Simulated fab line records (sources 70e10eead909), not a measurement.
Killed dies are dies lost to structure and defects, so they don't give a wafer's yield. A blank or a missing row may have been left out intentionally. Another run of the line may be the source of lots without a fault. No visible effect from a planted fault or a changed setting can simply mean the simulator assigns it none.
Which tool was responsible?    flow nand harc    12 lots, 36 wafers sampled, at 5 steps of a route of 1302

## WHAT THE GAUGES SHOWED, per wafer
NHARC_END_SORT_01. Usual: for defect limited yield, 90.6 % with a standard deviation of 2.3; for killed at array, 59 with a standard deviation of 16; for killed at other, 0.8 with a standard deviation of 1.1; for killed at periphery, 3.6 with a standard deviation of 2.4; for killed dies, 64 with a standard deviation of 16; for killed open, 3.4 with a standard deviation of 1.8; for killed short, 2.5 with a standard deviation of 1.6.
lot   measured      on         defect limited yield (%)  killed at array  killed at other  killed at periphery  killed dies  killed open  killed short  flag
L599  day 32 21:51  prober-01  90.5                      63               0                1                    64           5            3             

## TOOL THAT RAN EACH LOT (tool first, then ch and the chambers of the sampled wafers, then the start)
lot   NHARC_A_M1_PRE_CLEAN_32          NHARC_A_BONDPAD_ETCH_34             NHARC_A_BONDPAD_PVD_27                   NHARC_A_BONDPAD_ANNEAL_28
L579  pecvd-01 ch 0,2, day 23 05:25    rie diel-02 ch 1,2,3, day 23 07:35  pvd sputter-01, day 23 09:10 or earlier  rtp anneal-02 ch 0, day 23 09:10
L580  pecvd-03 ch 0,2, day 23 18:19    rie diel-06 ch 1,3, day 23 20:28    pvd sputter-01, day 23 22:04 or earlier  rtp anneal-01 ch 0, day 23 22:04
L582  pecvd-01 ch 0,1,2, day 23 23:58  rie diel-06 ch 0,1,3, day 24 02:08  pvd sputter-03, day 24 03:44 or earlier  rtp anneal-02 ch 0, day 24 03:44
L583  pecvd-01 ch 1,2, day 24 10:27    rie diel-06 ch 0,1,3, day 24 12:29  pvd sputter-03, day 24 14:04 or earlier  rtp anneal-02 ch 0, day 24 14:04
L585  pecvd-01 ch 0,2, day 25 05:32    rie diel-06 ch 0,1,2, day 25 07:42  pvd sputter-03, day 25 09:17 or earlier  rtp anneal-01 ch 0, day 25 09:17
L584  pecvd-02 ch 1,2, day 25 05:46    rie diel-06 ch 2,3, day 25 07:56    pvd sputter-03, day 25 09:38 or earlier  rtp anneal-02 ch 0, day 25 09:38
L587  pecvd-01 ch 0,2, day 27 00:20    rie diel-02 ch 0,2, day 27 02:25    pvd sputter-03, day 27 04:17 or earlier  rtp anneal-01 ch 0, day 27 04:17
L588  pecvd-03 ch 0,1,2, day 28 01:18  rie diel-06 ch 1,2,3, day 28 03:27  pvd sputter-03, day 28 05:03 or earlier  rtp anneal-01 ch 0, day 28 05:03
L597  pecvd-02 ch 0,1, day 30 12:19    rie diel-06 ch 0,2, day 30 14:28    pvd sputter-02, day 30 16:07 or earlier  rtp anneal-02 ch 0, day 30 16:07
L599  pecvd-01 ch 0,1,2, day 31 04:08  rie diel-06 ch 0,3, day 31 06:08    pvd sputter-02, day 31 07:49 or earlier  rtp anneal-01 ch 0, day 31 07:49
L600  pecvd-02 ch 0,1,2, day 32 01:48  rie diel-06 ch 2,3, day 32 03:58    pvd sputter-03, day 32 05:40 or earlier  rtp anneal-01 ch 0, day 32 05:40
L602  pecvd-03 ch 0,1, day 32 12:47    rie diel-03 ch 1,2,3, day 32 14:56  pvd sputter-03, day 32 16:32 or earlier  rtp anneal-01 ch 0, day 32 16:32
- NHARC_A_M1_PRE_CLEAN_32: time 12 s.
- NHARC_A_BONDPAD_ETCH_34: etches the open film in N2/H2, target depth 60 nm, overetch 18 nm, time 65.91 s.
- NHARC_A_BONDPAD_PVD_27: deposits Cu, target thk 30 nm, time 20.49 s.
- NHARC_A_BONDPAD_ANNEAL_28: time 90 s.

## AS READ BY THE TOOLS THEMSELVES (means over the sampled wafers that have a number; for cases with no such wafer, the mark the record gives instead)
NHARC_A_M1_PRE_CLEAN_32. Usual: heater power outer w 402 W, standard deviation 59; heater power w 692 W, standard deviation 100.
lot   tool      heater power outer w (W)  heater power w (W)  flag
L579  pecvd-01  367                       626                 
L580  pecvd-03  368                       631                 
L582  pecvd-01  406                       696                 
L583  pecvd-01  423                       710                 
L585  pecvd-01  366                       640                 
L584  pecvd-02  391                       671                 
L587  pecvd-01  381                       664                 
L588  pecvd-03  382                       636                 
L597  pecvd-02  454                       780                 
L599  pecvd-01  445                       756                 
L600  pecvd-02  376                       654                 
L602  pecvd-03  427                       727                 

NHARC_A_BONDPAD_ETCH_34. Usual: for bias w, 150.0 W with a standard deviation of 0.44; for drypump motor current A, 6.0 A with a standard deviation of 0.34; for oes product au, 0.999 a.u. with a standard deviation of 0.0096; for rf vpp V, 430.5 V with a standard deviation of 2.2; for run length s, 86.9 s with a standard deviation of 0.39; for showerhead plenum p Torr, 2.04 Torr with a standard deviation of 0.077; for throttle valve pct, 14.171 % with a standard deviation of 0.0083.
lot   tool         bias w (W)  drypump motor current A (A)  oes product au (a.u.)  rf vpp V (V)  run length s (s)  showerhead plenum p Torr (Torr)  throttle valve pct (%)  flag
L579  rie diel-02  149.8       5.8                          0.991                  430.3         86.9              2.05                             14.173                  
L580  rie diel-06  149.8       6.3                          1.001                  429.8         86.9              2.02                             14.171                  
L582  rie diel-06  150.4       6.2                          0.998                  431.7         87.0              2.05                             14.171                  
L583  rie diel-06  150.1       6.2                          1.009                  431.3         86.8              2.05                             14.165                  
L585  rie diel-06  150.2       6.1                          1.000                  431.1         86.5              2.08                             14.175                  
L584  rie diel-06  149.9       6.2                          1.008                  428.7         87.1              1.98                             14.166                  
L587  rie diel-02  149.9       5.3                          0.997                  429.0         86.9              1.98                             14.169                  
L588  rie diel-06  149.5       6.2                          1.002                  430.2         87.0              2.01                             14.174                  
L597  rie diel-06  149.3       6.0                          1.002                  432.6         86.7              2.11                             14.168                  
L599  rie diel-06  -           6.3                          0.995                  430.1         68.9              2.02                             14.165                  OFF
L600  rie diel-06  -           6.1                          1.008                  429.5         68.7              2.01                             14.174                  OFF
L602  rie diel-03  150.0       5.9                          1.004                  432.8         87.3              2.13                             14.164                  

NHARC_A_BONDPAD_PVD_27. Usual: cathode dc power W 5000.0 W, standard deviation 0.88; throttle valve pct 30.2 %, standard deviation 1.4.
lot   tool            cathode dc power W (W)  throttle valve pct (%)  flag
L579  pvd sputter-01  4999.6                  30.7                    
L580  pvd sputter-01  5000.1                  30.3                    
L582  pvd sputter-03  5000.3                  29.2                    
L583  pvd sputter-03  5000.2                  28.3                    
L585  pvd sputter-03  4999.4                  28.3                    
L584  pvd sputter-03  5000.7                  30.9                    
L587  pvd sputter-03  4999.3                  30.7                    
L588  pvd sputter-03  5000.2                  29.3                    
L597  pvd sputter-02  4999.4                  31.4                    
L599  pvd sputter-02  5000.9                  30.5                    
L600  pvd sputter-03  4999.5                  31.3                    
L602  pvd sputter-03  5001.0                  30.0                    

NHARC_A_BONDPAD_ANNEAL_28. Usual: wafer_temp_C_max at 226.1, with a standard deviation of 0.42.
lot   tool           wafer_temp_C_max  flag
L579  rtp anneal-02  226.4             
L580  rtp anneal-01  225.8             
L582  rtp anneal-02  226.6             
L583  rtp anneal-02  226.5             
L585  rtp anneal-01  225.8             
L584  rtp anneal-02  226.4             
L587  rtp anneal-01  226.1             
L588  rtp anneal-01  226.0             
L597  rtp anneal-02  226.6             
L599  rtp anneal-01  225.8             
L600  rtp anneal-01  225.9             
L602  rtp anneal-01  225.7             

## THE ANSWER, worked out from the rows above alone
Rule: lot off if the mean of its wafers having a number is beyond 3 standard deviations from the usual mean. A lot without any number at a reading at which 4 lots or more have one is off too. Any other lot the step has rows for is counted as sound. The gauges are gone through in route order, then the tools' own readings, and for those a lot's mean is taken as printed above. The first step at which some lot is off is used, and at that step the reading that is off furthest; a lot without a number counts as furthest.
Off at NHARC_A_BONDPAD_ETCH_34 (bias w): L599, L600. Without a number there: L599, L600.
A tool fits if, at that step or a process step before it, it ran every lot that is off, and no sound lot after the first of them. One fits: rie diel-06 at NHARC_A_BONDPAD_ETCH_34. A fault onset in the window from L597 (day 30 14:28, its last sound lot) to L599 (day 31 06:08, its first lot off) fits.
The tool's own readings at NHARC_A_BONDPAD_ETCH_34 bear it out: on the lots that are off they differ by more than 5 times the standard deviation of the sound lots' means. run length s reads 68.8 s there against 86.9 s on the sound lots.
Blank at NHARC_A_BONDPAD_ETCH_34 on the lots that are off, where sound lots have numbers: bias w.

## WHAT THE SIMULATOR PUT IN
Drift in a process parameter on rie diel-06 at NHARC_A_BONDPAD_ETCH_34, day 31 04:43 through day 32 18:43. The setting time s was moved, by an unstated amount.
Lots struck among those shown: L599, L600. The rule above found the same.
